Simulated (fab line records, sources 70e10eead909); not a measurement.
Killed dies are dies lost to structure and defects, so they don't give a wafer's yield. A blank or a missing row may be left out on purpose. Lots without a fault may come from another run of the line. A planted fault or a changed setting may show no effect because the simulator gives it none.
Which tool did it? | flow nand_harc | 13 lots, 38 wafers sampled, at 6 steps of a route of 1302

WHAT THE GAUGES READ, wafer by wafer
NHARC_P_M2_CD_MEAS_09: target cd 170 nm.
lot  | measured     | on        | cd_nm (nm)
L230 | day 6 22:51  | cd_sem-03 | 170.1 169.0 169.3
L229 | day 6 23:32  | cd_sem-01 | 171.3 171.0 170.6
L231 | day 7 11:03  | cd_sem-02 | 170.3 171.1 171.1
L233 | day 8 09:05  | cd_sem-01 | 178.2 170.9 170.8
L234 | day 8 14:53  | cd_sem-03 | 169.0 169.4 169.6
L235 | day 8 22:53  | cd_sem-03 | 178.9 170.9
L241 | day 11 06:16 | cd_sem-02 | 169.5 169.0 168.9
L244 | day 12 10:47 | cd_sem-03 | 170.0 170.4 170.4
L246 | day 13 10:19 | cd_sem-03 | 169.2 170.0 170.0
L247 | day 13 20:25 | cd_sem-03 | 171.1 170.5 170.2
L248 | day 14 05:13 | cd_sem-01 | 170.6 169.1 170.9
L249 | day 15 00:01 | cd_sem-02 | 170.6 170.9 170.3
L250 | day 15 04:32 | cd_sem-03 | 170.9 171.2 170.1

NHARC_P_M2_INSPECT_11.
lot  | measured     | on                | raw_defect_count
L230 | day 6 22:58  | defect_inspect-01 | 4 1 2
L229 | day 6 23:39  | defect_inspect-02 | 5 7 4
L231 | day 7 11:10  | defect_inspect-02 | 3 3 3
L233 | day 8 09:13  | defect_inspect-01 | 5 4 5
L234 | day 8 15:01  | defect_inspect-01 | 1 3 3
L235 | day 8 23:01  | defect_inspect-02 | 1 5
L241 | day 11 06:24 | defect_inspect-01 | 8 6 6
L244 | day 12 10:54 | defect_inspect-02 | 5 10 9
L246 | day 13 10:26 | defect_inspect-01 | 2 1 4
L247 | day 13 20:32 | defect_inspect-02 | 5 9 7
L248 | day 14 05:21 | defect_inspect-01 | 1 4 4
L249 | day 15 00:08 | defect_inspect-01 | 8 5 11
L250 | day 15 04:40 | defect_inspect-02 | 9 8 8

NHARC_END_SORT_01.
lot  | measured     | on        | defect_limited_yield (%) | killed_at_array | killed_at_other | killed_at_periphery | killed_dies | killed_open | killed_short
L230 | day 25 13:22 | prober-02 | 93.2 94.2 92.5           | 43 36 49        | 0 0 0           | 3 3 2               | 46 39 51    | 4 3 3       | 1 1 1
L229 | day 25 01:37 | prober-01 | 91.6 92.0 92.9           | 55 47 47        | 0 1 0           | 2 6 1               | 57 54 48    | 4 5 6       | 2 1 1
L231 | day 25 21:01 | prober-01 | 93.4 92.6 93.9           | 43 47 40        | 0 0 0           | 2 3 1               | 45 50 41    | 3 2 0       | 1 5 3
L233 | day 25 21:14 | prober-02 | 93.6 92.2 93.9           | 39 50 36        | 0 1 0           | 4 2 5               | 43 53 41    | 5 4 2       | 3 4 4
L234 | day 26 05:04 | prober-02 | 93.2 90.7 93.8           | 43 59 39        | 0 0 0           | 3 4 3               | 46 63 42    | 5 4 4       | 4 1 3
L235 | day 26 19:43 | prober-01 | 92.3 91.1                | 47 57           | 2 1             | 3 2                 | 52 60       | 3 7         | 1 1
L241 | day 30 04:32 | prober-02 | 88.9 91.3 87.9           | 71 55 78        | 0 0 0           | 4 4 4               | 75 59 82    | 2 2 2       | 2 3 3
L244 | day 30 20:09 | prober-01 | 87.3 87.4 87.1           | 85 82 78        | 0 0 0           | 1 3 9               | 86 85 87    | 4 1 2       | 2 7 2
L246 | day 31 10:04 | prober-02 | 87.9 88.3 88.5           | 81 75 76        | 0 0 0           | 1 4 2               | 82 79 78    | 1 7 2       | 1 3 4
L247 | day 31 09:56 | prober-01 | 87.6 89.4 87.1           | 76 64 83        | 5 4 0           | 3 4 4               | 84 72 87    | 3 2 4       | 4 4 2
L248 | day 32 03:02 | prober-01 | 93.5 94.4 93.8           | 42 34 39        | 0 0 0           | 2 4 3               | 44 38 42    | 4 2 5       | 2 4 3
L249 | day 33 06:17 | prober-01 | 95.3 94.1 93.9           | 27 34 33        | 0 0 0           | 5 6 8               | 32 40 41    | 5 4 5       | 4 6 2
L250 | day 32 20:30 | prober-01 | 87.6 89.1 86.7           | 80 66 83        | 1 0 0           | 3 8 7               | 84 74 90    | 7 6 6       | 5 2 6

WHICH TOOL RAN EACH LOT (tool, then ch and the chambers of the sampled wafers, then the start)
lot  | NHARC_P_M1_DEGAS_29          | NHARC_P_M2_PEB_07                 | NHARC_P_M2_ETCH_15
L230 | pvd_sputter-03, day 6 19:49  | litho_track-01 ch 0, day 6 22:46  | rie_diel-10 ch 0,1, day 25 13:22 or earlier
L229 | pvd_sputter-02, day 6 20:29  | litho_track-06 ch 0, day 6 23:26  | rie_diel-05 ch 0,1, day 25 01:37 or earlier
L231 | pvd_sputter-03, day 7 08:06  | litho_track-06 ch 0, day 7 10:58  | rie_diel-02 ch 0,1,2, day 25 21:01 or earlier
L233 | pvd_sputter-02, day 8 05:09  | litho_track-06 ch 0, day 8 09:00  | rie_diel-10 ch 0,1,2, day 25 21:14 or earlier
L234 | pvd_sputter-01, day 8 11:56  | litho_track-01 ch 0, day 8 14:48  | rie_diel-05 ch 0,1,3, day 26 05:04 or earlier
L235 | pvd_sputter-01, day 8 19:56  | litho_track-06 ch 0, day 8 22:49  | rie_diel-05 ch 0,1, day 26 19:43 or earlier
L241 | pvd_sputter-02, day 11 03:08 | litho_track-04 ch 0, day 11 06:11 | rie_diel-02 ch 1,2,3, day 30 04:32 or earlier
L244 | pvd_sputter-01, day 12 07:43 | litho_track-04 ch 0, day 12 10:42 | rie_diel-02 ch 0,1,3, day 30 20:09 or earlier
L246 | pvd_sputter-03, day 13 07:18 | litho_track-06 ch 0, day 13 10:14 | rie_diel-10 ch 1,2, day 31 10:04 or earlier
L247 | pvd_sputter-03, day 13 17:35 | litho_track-06 ch 0, day 13 20:20 | rie_diel-10 ch 0,1, day 31 09:56 or earlier
L248 | pvd_sputter-03, day 14 02:16 | litho_track-06 ch 0, day 14 05:09 | rie_diel-10 ch 0,1,2, day 32 03:02 or earlier
L249 | pvd_sputter-02, day 14 21:13 | litho_track-06 ch 0, day 14 23:56 | rie_diel-10 ch 0,2,3, day 33 06:17 or earlier
L250 | pvd_sputter-01, day 15 01:34 | litho_track-06 ch 0, day 15 04:28 | rie_diel-02 ch 0,1,2, day 32 20:30 or earlier
- NHARC_P_M1_DEGAS_29: time 60 s.
- NHARC_P_M2_PEB_07: peb time 65 s.
- NHARC_P_M2_ETCH_15: etches the open film in C4F8/Ar, target depth 182.5 nm, time 91.2 s.

WHAT THE TOOLS THEMSELVES READ (means of the sampled wafers that have a number; where no wafer has one, the mark that the record gives instead)
NHARC_P_M1_DEGAS_29.
lot  | tool           | heater_power_w (W)
L230 | pvd_sputter-03 | 357
L229 | pvd_sputter-02 | 339
L231 | pvd_sputter-03 | 361
L233 | pvd_sputter-02 | 296
L234 | pvd_sputter-01 | 323
L235 | pvd_sputter-01 | 342
L241 | pvd_sputter-02 | 273
L244 | pvd_sputter-01 | 331
L246 | pvd_sputter-03 | 334
L247 | pvd_sputter-03 | 303
L248 | pvd_sputter-03 | 320
L249 | pvd_sputter-02 | 310
L250 | pvd_sputter-01 | 341

NHARC_P_M2_ETCH_15.
lot  | tool        | oes_product_au (a.u.) | rf_fwd_power_W (W) | rf_vpp_V (V)
L230 | rie_diel-10 | 0.986                 | 596.6              | 442.5
L229 | rie_diel-05 | 0.909                 | 594.8              | 443.1
L231 | rie_diel-02 | 0.934                 | 596.6              | 440.4
L233 | rie_diel-10 | 0.939                 | 596.8              | 442.3
L234 | rie_diel-05 | 0.927                 | 595.4              | 443.7
L235 | rie_diel-05 | 0.915                 | 594.8              | 443.1
L241 | rie_diel-02 | 0.922                 | 596.3              | 440.6
L244 | rie_diel-02 | 0.915                 | 593.3              | 438.6
L246 | rie_diel-10 | 0.961                 | 595.9              | 442.3
L247 | rie_diel-10 | 0.966                 | 594.6              | 440.7
L248 | rie_diel-10 | 0.964                 | 596.1              | 442.8
L249 | rie_diel-10 | 0.960                 | 594.9              | 442.3
L250 | rie_diel-02 | 0.914                 | 596.9              | 440.0

THE ANSWER, worked out from the rows above alone
Rule: what is usual is taken from the lots themselves. Put in order of their means at a reading, lots are off if they are a third of the lots or fewer, leave a main group of 4 or more, and stand apart from it by a gap of 3 or more times the standard deviation of the main group's means; of several such gaps the widest counts. A main group whose means are all the same, to the digits that the tables above print for the reading, isn't used. A lot without any number at a reading at which 4 lots or more have one is off too. The other lots that the step has rows for count as sound. The gauges are gone through in route order, then the tools' own readings, and for those a lot's mean is taken as printed above. The first step at which some lot is off is used, and at that step the reading that is off furthest; a lot without a number counts as furthest.
Off: L233, L235, at NHARC_P_M2_CD_MEAS_09 (cd_nm). The main group: mean 170.2 nm, standard deviation 0.62.
A tool fits if, at a process step before that reading, it ran every lot that is off, and no sound lot after the first of them. The gauges at NHARC_P_M2_CD_MEAS_09 are tried like those tools. None of those tried fits.

WHAT THE SIMULATOR HAD PUT IN
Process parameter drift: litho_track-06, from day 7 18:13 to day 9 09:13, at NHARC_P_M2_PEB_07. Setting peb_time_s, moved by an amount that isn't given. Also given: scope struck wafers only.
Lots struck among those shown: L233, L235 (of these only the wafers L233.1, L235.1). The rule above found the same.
